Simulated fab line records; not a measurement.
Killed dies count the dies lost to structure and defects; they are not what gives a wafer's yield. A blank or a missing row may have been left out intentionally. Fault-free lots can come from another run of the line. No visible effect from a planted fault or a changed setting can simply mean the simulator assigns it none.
Matching of chambers || flow n5-finfet || 4 sister chambers for N5_FIN_CUT_DESCUM_13 on rie-diel-02
The step chemistry O2, time 7 s. 16 wafers are shown with their chamber, then 8 later ones without.

## WAFERS, EACH WITH ITS CHAMBER
{"wafer": "L075.2", "chamber": 1, "drypump-motor-current-A (A)": 5.9, "showerhead-plenum-p-Torr (Torr)": 2.11, "rf-vpp-V (V)": 243.7}
{"wafer": "L075.4", "chamber": 2, "drypump-motor-current-A (A)": 5.3, "showerhead-plenum-p-Torr (Torr)": 2.15, "rf-vpp-V (V)": 244.6}
{"wafer": "L075.6", "chamber": 3, "drypump-motor-current-A (A)": 5.9, "showerhead-plenum-p-Torr (Torr)": 2.16, "rf-vpp-V (V)": 243.8}
{"wafer": "L076.1", "chamber": 2, "drypump-motor-current-A (A)": 5.2, "showerhead-plenum-p-Torr (Torr)": 2.15, "rf-vpp-V (V)": 244.3}
{"wafer": "L076.3", "chamber": 1, "drypump-motor-current-A (A)": 5.9, "showerhead-plenum-p-Torr (Torr)": 2.11, "rf-vpp-V (V)": 243.4}
{"wafer": "L076.6", "chamber": 2, "drypump-motor-current-A (A)": 5.2, "showerhead-plenum-p-Torr (Torr)": 2.15, "rf-vpp-V (V)": 245.6}
{"wafer": "L080.1", "chamber": 1, "drypump-motor-current-A (A)": 5.9, "showerhead-plenum-p-Torr (Torr)": 2.10, "rf-vpp-V (V)": 243.0}
{"wafer": "L080.3", "chamber": 2, "drypump-motor-current-A (A)": 5.2, "showerhead-plenum-p-Torr (Torr)": 2.14, "rf-vpp-V (V)": 243.0}
{"wafer": "L080.6", "chamber": 1, "drypump-motor-current-A (A)": 5.9, "showerhead-plenum-p-Torr (Torr)": 2.10, "rf-vpp-V (V)": 244.6}
{"wafer": "L083.1", "chamber": 3, "drypump-motor-current-A (A)": 5.9, "showerhead-plenum-p-Torr (Torr)": 2.16, "rf-vpp-V (V)": 244.7}
{"wafer": "L083.2", "chamber": 1, "drypump-motor-current-A (A)": 5.9, "showerhead-plenum-p-Torr (Torr)": 2.10, "rf-vpp-V (V)": 242.8}
{"wafer": "L083.4", "chamber": 3, "drypump-motor-current-A (A)": 5.9, "showerhead-plenum-p-Torr (Torr)": 2.16, "rf-vpp-V (V)": 243.4}
{"wafer": "L089.2", "chamber": 2, "drypump-motor-current-A (A)": 5.3, "showerhead-plenum-p-Torr (Torr)": 2.14, "rf-vpp-V (V)": 243.9}
{"wafer": "L089.3", "chamber": 0, "drypump-motor-current-A (A)": 6.6, "showerhead-plenum-p-Torr (Torr)": 1.97, "rf-vpp-V (V)": 241.8}
{"wafer": "L089.4", "chamber": 3, "drypump-motor-current-A (A)": 5.9, "showerhead-plenum-p-Torr (Torr)": 2.16, "rf-vpp-V (V)": 245.8}
{"wafer": "L093.1", "chamber": 1, "drypump-motor-current-A (A)": 5.9, "showerhead-plenum-p-Torr (Torr)": 2.09, "rf-vpp-V (V)": 242.7}

SIGNATURES (averages over the wafers above)
{"reading": "drypump-motor-current-A", "chamber 0": 6.600, "chamber 1": 5.900, "chamber 2": 5.240, "chamber 3": 5.900, "scatter within a chamber": 0.0316}
{"reading": "showerhead-plenum-p-Torr", "chamber 0": 1.9700, "chamber 1": 2.1017, "chamber 2": 2.1460, "chamber 3": 2.1600, "scatter within a chamber": 0.0058}
{"reading": "rf-vpp-V", "chamber 0": 241.800, "chamber 1": 243.367, "chamber 2": 244.280, "chamber 3": 244.425, "scatter within a chamber": 0.893}
Rule: a wafer lies at a distance from a chamber equal to the root of the sum of squares, over the readings, of (its reading less the chamber's mean, divided by the reading's scatter). If the next closest chamber is less than 2 further off than the closest, the wafer can't be placed; otherwise it belongs to the closest. The scatter: take each reading less its chamber's mean, square it, sum over the shown wafers, divide by the number of wafers less the number of chambers, and take the root.

## WAFERS WHOSE CHAMBER IS MISSING
{"wafer": "L093.2", "drypump-motor-current-A (A)": 6.5, "showerhead-plenum-p-Torr (Torr)": 1.97, "rf-vpp-V (V)": 241.3}
{"wafer": "L093.4", "drypump-motor-current-A (A)": 5.2, "showerhead-plenum-p-Torr (Torr)": 2.14, "rf-vpp-V (V)": 243.8}
{"wafer": "L095.2", "drypump-motor-current-A (A)": 5.9, "showerhead-plenum-p-Torr (Torr)": 2.09, "rf-vpp-V (V)": 244.0}
{"wafer": "L095.3", "drypump-motor-current-A (A)": 5.2, "showerhead-plenum-p-Torr (Torr)": 2.14, "rf-vpp-V (V)": 244.9}
{"wafer": "L095.4", "drypump-motor-current-A (A)": 6.6, "showerhead-plenum-p-Torr (Torr)": 1.97, "rf-vpp-V (V)": 240.9}
{"wafer": "L097.2", "drypump-motor-current-A (A)": 5.9, "showerhead-plenum-p-Torr (Torr)": 2.09, "rf-vpp-V (V)": 243.5}
{"wafer": "L097.4", "drypump-motor-current-A (A)": 6.6, "showerhead-plenum-p-Torr (Torr)": 1.97, "rf-vpp-V (V)": 241.6}
{"wafer": "L097.5", "drypump-motor-current-A (A)": 5.9, "showerhead-plenum-p-Torr (Torr)": 2.15, "rf-vpp-V (V)": 243.0}

## WHICH CHAMBER EACH WENT THROUGH
{"wafer": "L093.2", "from the rows above": 0, "in truth": 0}
{"wafer": "L093.4", "from the rows above": 2, "in truth": 2}
{"wafer": "L095.2", "from the rows above": 1, "in truth": 1}
{"wafer": "L095.3", "from the rows above": 2, "in truth": 2}
{"wafer": "L095.4", "from the rows above": 0, "in truth": 0}
{"wafer": "L097.2", "from the rows above": 1, "in truth": 1}
{"wafer": "L097.4", "from the rows above": 0, "in truth": 0}
{"wafer": "L097.5", "from the rows above": 3, "in truth": 3}
Correct placement for 8 of the 8. Number that these rows cannot place: 0. 0 placed wrongly.
